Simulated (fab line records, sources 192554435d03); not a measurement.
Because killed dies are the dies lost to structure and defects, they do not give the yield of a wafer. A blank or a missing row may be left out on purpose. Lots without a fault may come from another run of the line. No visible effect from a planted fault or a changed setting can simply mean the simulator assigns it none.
Struck lot and sound lot, side by side || flow n5Finfet || 38 out of 1938 route steps
Sound: wafers L848.2, L848.4, L848.5. Struck: wafers L845.1, L845.5, L845.6. The cause comes at the end.
Per side, at each step with rows, come the tool, then ch with its chambers, and then its first start. Under that, the readings that differ: sound wafers || struck wafers || difference of the means || sigmas: that difference in standard deviations of wafers without a fault.
alike: readings whose means differ by less than 2 such deviations, and words and numbers that are the same on both sides. not compared: withheld readings, readings that some wafer has no value for, bounds like >300 that may hide the same value, and numbers for which the record gives no deviation and whose values overlap.
The two part at a step that has a row with sigmas, a row that says differs or no value, or rows on one side only. Numbers that don't overlap but have no deviation are shown without sigmas and don't part them. A reading missing from all wafers of one side parts the sides only when that side holds two or more wafers.

first, 9 steps without rows for these wafers: N5_BEOL_M4_ANNEAL_95 (time 240 s); N5_BEOL_M4_SPUTTER_96 (material Cu, target thk 4.5 nm, time 8.29 s); N5_BEOL_M4_ECD_50 (material Cu, target thk 300 nm); N5_BEOL_M4_ANNEAL_51 (time 90 s); N5_BEOL_M4_CMP_52 (polishes, stops on SiOC, t overpolish 6.8 s, target thk 40 nm); N5_BEOL_M4_PRE_CLEAN_60 (time 15 s); N5_BEOL_M4_CO_CAP_55 (material Co, precursor CCTBA/H2, target thk 2 nm, time 102.1 s); N5_BEOL_M4_PRE_CLEAN_56 (time 15 s); N5_BEOL_M4_DEP_57 (deposits SiCN from 3MS/NH3, target thk 8 nm, time 14 s).
N5_BEOL_M4_RC_MEAS_101:
  sound on prober-02 ch 0, day 13 19:08; struck on prober-02 ch 0, day 12 17:22
  alike: DIBL_N, DIBL_P, IOFF_N, IOFF_P, ION_N, ION_P, SS_N, SS_P, VT_N, VT_P
then, 24 steps without rows for these wafers: N5_BEOL_M5_ILD_DEP_00 (deposits SiCOH lowk from DEMS/porogen, target thk 140.64 nm, time 25.9 s); N5_BEOL_M5_CURE_79 (cures SiCOH lowk, time 240 s); N5_BEOL_M5_PECVD_70 (deposits SiO2 from TEOS/O2, target thk 16 nm, time 18 s); N5_BEOL_M5_HM_DEP_02 (deposits TiN, target thk 20 nm); N5_BEOL_M5_COAT_59 (time 60 s, resist thk 60 nm); N5_BEOL_M5_COAT_60 (time 60 s, resist thk 12 nm); N5_BEOL_M5_COAT_71 (time 60 s, resist thk 5 nm); N5_BEOL_M5_COAT_05 (resist thk 30 nm); N5_BEOL_M5_EBR_07; N5_BEOL_M5_SOFTBAKE_06 (time 60 s); N5_BEOL_M5_EXPOSE_08 (exposes mask M5, target cd 28 nm); N5_BEOL_M5_PEB_09 (peb time 60 s); N5_BEOL_M5_DEVELOP_10 (develop time 30 s); N5_BEOL_M5_DESCUM_16 (chemistry O2, time 7 s); N5_BEOL_M5_ETCH_72 (etches underlayer in N2/H2, target depth 6.5 nm, time 5.2 s); N5_BEOL_M5_ETCH_61 (etches SiARC in CF4, target depth 15.6 nm, time 26 s); N5_BEOL_M5_ETCH_62 (etches SOC in N2/H2, target depth 75 nm, overetch 15 nm, time 112.5 s); N5_BEOL_M5_STRIP_63 (strips in N2/H2); N5_BEOL_M5_STRIP_73 (strips in N2/H2); N5_BEOL_M5_STRIP_64 (strips in CF4); N5_BEOL_M5_HM_OPEN_17 (chemistry Cl2/BCl3, target TiN, target depth 20 nm, overetch 6 nm); N5_BEOL_M5_STRIP_19 (strips in O2); N5_BEOL_M5_COAT_65 (time 60 s, resist thk 60 nm); N5_BEOL_M5_COAT_66 (time 60 s, resist thk 12 nm).
-- a jump in the record: the struck wafers' starts before and after are 2 days apart (it breaks off in module BEOL_M5 and resumes in module BEOL_M9, where the first step shown is number 1463 of the route) --
N5_BEOL_M9_ANNEAL_51: time 90 s.
  struck on rtpAnneal-01, day 14 20:26; sound on rtpAnneal-02 ch 0, day 15 21:14
  no value came back on the struck wafers for annealTempC (C), annealTempCMax, wafer_temp_C_max; on the sound wafers annealTempC (C) reads 225.09 225.23 224.87
N5_BEOL_M9_CMP_52: polishes, stops on SiCOH lowk, t overpolish 7 s, target thk 140 nm.
  sound on cmp-02 ch 0,1,3, day 15 21:32; struck on cmp-01 ch 0,1,2, day 14 20:48
{"reading": "barrierFieldEndpointS (s)", "sound": "29.3 28.7 29.3", "struck": "34.4 34.6 35.5", "difference": "+5.7", "sigmas": "+7"}
{"reading": "timeToEndpointS (s)", "sound": "67 57 64", "struck": "85 85 87", "difference": "+23", "sigmas": "+6"}
  alike: motorCurrentA, overpolishRunS
-- a jump in the record: the struck wafers' starts before and after are 2 days apart (it breaks off in module BEOL_M9 and resumes in module BEOL_M15, where the first step shown is number 1830 of the route) --
N5_BEOL_M15_RC_MEAS_101:
  sound on prober-01 ch 0, day 17 16:18; struck on prober-01 ch 0, day 17 06:20
  alike: COMB_M10, COMB_M11, COMB_M12, COMB_M12_max_site, COMB_M13, COMB_M14, COMB_M15, COMB_M5, COMB_M6, COMB_M7, COMB_M8, COMB_M8_max_site, COMB_M9, SERP_M10, SERP_M10_max_site, SERP_M11, SERP_M12, SERP_M13, SERP_M13_max_site, SERP_M14, SERP_M5, SERP_M6, SERP_M7, SERP_M8, SERP_M9, SERP_M9_max_site
  not compared: COMB_M9_max_site
N5_PASSIVATION_PROBE_49:
  struck on prober-01, day 17 19:23; sound on prober-02, day 18 05:06
{"reading": "defectLimitedYield (%)", "sound": "91.4 90.1 92.1", "struck": "89.0 50.0 59.2", "difference": -25.1, "sigmas": -18}
{"reading": "killed_at_M4_up", "sound": "9 9 8", "struck": "20 495 397", "difference": "+295", "sigmas": "+56"}
{"reading": "killedDies", "sound": "102 117 93", "struck": "130 590 482", "difference": "+297", "sigmas": "+17"}
{"reading": "killedOnRim", "sound": "12 8 2", "struck": "14 11 152", "difference": "+52", "sigmas": "+12"}
{"reading": "sort_bin_4_leakage (%)", "sound": "0 0.51 0", "struck": "0 0 0", "difference": "+0", "sigmas": -2}
{"reading": "sortNPass", "sound": "1078 1057 1087", "struck": "1050 590 698", "difference": -295, "sigmas": -17}
{"reading": "sortYieldPct (%)", "sound": "91.4 89.6 92.1", "struck": "89.0 50.0 59.2", "difference": -25.0, "sigmas": -18}
  alike: killed_at_M0_to_M3, killedAtContacts, killedAtFrontEnd, killedAtOther, killedOpen, killedShort, sort_bin_5_function, sort_bin_6_memory

WHERE THEY PART
Last at N5_PASSIVATION_PROBE_49 as far as this record goes, first at N5_BEOL_M9_ANNEAL_51.

WHY: what the simulator had put in
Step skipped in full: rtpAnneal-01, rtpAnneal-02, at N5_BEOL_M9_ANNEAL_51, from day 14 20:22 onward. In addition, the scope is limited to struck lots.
